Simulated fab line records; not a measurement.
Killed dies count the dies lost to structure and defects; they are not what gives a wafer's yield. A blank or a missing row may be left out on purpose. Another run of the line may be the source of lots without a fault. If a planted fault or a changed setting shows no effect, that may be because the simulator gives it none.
Chamber matching / flow n5-finfet / N5_HKMG_FIN_ETCH_35 on rie-diel-05: 4 sister chambers
The step etches SOC in N2/H2, target depth 215.8 nm, time 243.4 s. 20 wafers are shown with their chamber, then 10 later ones without.

WAFERS WITH THEIR CHAMBER
wafer=L074.2; chamber=2; drypump-motor-current-A (A)=5.3; showerhead-plenum-p-Torr (Torr)=2.60; throttle-valve-pct (%)=17.36
wafer=L074.3; chamber=0; drypump-motor-current-A (A)=4.8; showerhead-plenum-p-Torr (Torr)=2.42; throttle-valve-pct (%)=18.04
wafer=L074.5; chamber=0; drypump-motor-current-A (A)=4.8; showerhead-plenum-p-Torr (Torr)=2.42; throttle-valve-pct (%)=18.03
wafer=L078.1; chamber=0; drypump-motor-current-A (A)=4.8; showerhead-plenum-p-Torr (Torr)=2.41; throttle-valve-pct (%)=18.04
wafer=L078.3; chamber=1; drypump-motor-current-A (A)=5.3; showerhead-plenum-p-Torr (Torr)=2.41; throttle-valve-pct (%)=18.31
wafer=L078.6; chamber=2; drypump-motor-current-A (A)=5.3; showerhead-plenum-p-Torr (Torr)=2.59; throttle-valve-pct (%)=17.37
wafer=L080.1; chamber=3; drypump-motor-current-A (A)=6.3; showerhead-plenum-p-Torr (Torr)=2.62; throttle-valve-pct (%)=18.07
wafer=L080.3; chamber=0; drypump-motor-current-A (A)=4.8; showerhead-plenum-p-Torr (Torr)=2.41; throttle-valve-pct (%)=18.06
wafer=L080.5; chamber=0; drypump-motor-current-A (A)=4.8; showerhead-plenum-p-Torr (Torr)=2.41; throttle-valve-pct (%)=18.05
wafer=L081.2; chamber=1; drypump-motor-current-A (A)=5.3; showerhead-plenum-p-Torr (Torr)=2.41; throttle-valve-pct (%)=18.33
wafer=L081.3; chamber=2; drypump-motor-current-A (A)=5.3; showerhead-plenum-p-Torr (Torr)=2.59; throttle-valve-pct (%)=17.40
wafer=L081.5; chamber=2; drypump-motor-current-A (A)=5.3; showerhead-plenum-p-Torr (Torr)=2.59; throttle-valve-pct (%)=17.39
wafer=L085.3; chamber=0; drypump-motor-current-A (A)=4.8; showerhead-plenum-p-Torr (Torr)=2.41; throttle-valve-pct (%)=18.07
wafer=L085.4; chamber=1; drypump-motor-current-A (A)=5.3; showerhead-plenum-p-Torr (Torr)=2.41; throttle-valve-pct (%)=18.33
wafer=L085.6; chamber=2; drypump-motor-current-A (A)=5.3; showerhead-plenum-p-Torr (Torr)=2.59; throttle-valve-pct (%)=17.39
wafer=L088.1; chamber=3; drypump-motor-current-A (A)=6.3; showerhead-plenum-p-Torr (Torr)=2.62; throttle-valve-pct (%)=17.71
wafer=L088.2; chamber=0; drypump-motor-current-A (A)=4.8; showerhead-plenum-p-Torr (Torr)=2.41; throttle-valve-pct (%)=18.09
wafer=L088.3; chamber=1; drypump-motor-current-A (A)=5.3; showerhead-plenum-p-Torr (Torr)=2.40; throttle-valve-pct (%)=18.35
wafer=L088.4; chamber=2; drypump-motor-current-A (A)=5.3; showerhead-plenum-p-Torr (Torr)=2.58; throttle-valve-pct (%)=17.41
wafer=L088.5; chamber=3; drypump-motor-current-A (A)=6.4; showerhead-plenum-p-Torr (Torr)=2.62; throttle-valve-pct (%)=17.71

SIGNATURES (averages over the wafers above)
reading=drypump-motor-current-A; chamber 0=4.800; chamber 1=5.300; chamber 2=5.300; chamber 3=6.333; scatter within a chamber=0.0204
reading=showerhead-plenum-p-Torr; chamber 0=2.4129; chamber 1=2.4075; chamber 2=2.5900; chamber 3=2.6200; scatter within a chamber=0.00511
reading=throttle-valve-pct; chamber 0=18.0543; chamber 1=18.3300; chamber 2=17.3867; chamber 3=17.8300; scatter within a chamber=0.0756
Rule: distance of a wafer from a chamber = root of the sum over the readings of ((wafer's reading minus chamber's mean) / reading's scatter) squared. The wafer belongs to the nearest chamber; if the next one is less than 2 further off, it can't be placed. The scatter is the square root of a quotient: the sum, over the shown wafers, of each reading's squared deviation from its chamber's mean, divided by wafers minus chambers.

WAFERS WITHOUT THEIR CHAMBER
wafer=L088.6; drypump-motor-current-A (A)=4.8; showerhead-plenum-p-Torr (Torr)=2.41; throttle-valve-pct (%)=18.09
wafer=L091.2; drypump-motor-current-A (A)=4.8; showerhead-plenum-p-Torr (Torr)=2.40; throttle-valve-pct (%)=18.10
wafer=L091.3; drypump-motor-current-A (A)=5.3; showerhead-plenum-p-Torr (Torr)=2.58; throttle-valve-pct (%)=17.43
wafer=L091.4; drypump-motor-current-A (A)=4.8; showerhead-plenum-p-Torr (Torr)=2.40; throttle-valve-pct (%)=18.10
wafer=L094.1; drypump-motor-current-A (A)=6.3; showerhead-plenum-p-Torr (Torr)=2.61; throttle-valve-pct (%)=17.73
wafer=L094.4; drypump-motor-current-A (A)=5.3; showerhead-plenum-p-Torr (Torr)=2.72; throttle-valve-pct (%)=17.96
wafer=L094.6; drypump-motor-current-A (A)=6.3; showerhead-plenum-p-Torr (Torr)=2.61; throttle-valve-pct (%)=17.74
wafer=L095.1; drypump-motor-current-A (A)=5.3; showerhead-plenum-p-Torr (Torr)=2.58; throttle-valve-pct (%)=17.44
wafer=L095.3; drypump-motor-current-A (A)=4.8; showerhead-plenum-p-Torr (Torr)=2.40; throttle-valve-pct (%)=18.12
wafer=L095.4; drypump-motor-current-A (A)=5.3; showerhead-plenum-p-Torr (Torr)=2.72; throttle-valve-pct (%)=17.95

WHICH CHAMBER EACH ONE RAN IN
wafer=L088.6; from the rows above=0; in truth=0
wafer=L091.2; from the rows above=0; in truth=0
wafer=L091.3; from the rows above=2; in truth=2
wafer=L091.4; from the rows above=0; in truth=0
wafer=L094.1; from the rows above=3; in truth=3
wafer=L094.4; from the rows above=2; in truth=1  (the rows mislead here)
wafer=L094.6; from the rows above=3; in truth=3
wafer=L095.1; from the rows above=2; in truth=2
wafer=L095.3; from the rows above=0; in truth=0
wafer=L095.4; from the rows above=2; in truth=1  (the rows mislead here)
8 of 10 placed correctly. Number that these rows cannot place: 0. Number placed wrongly: 2.
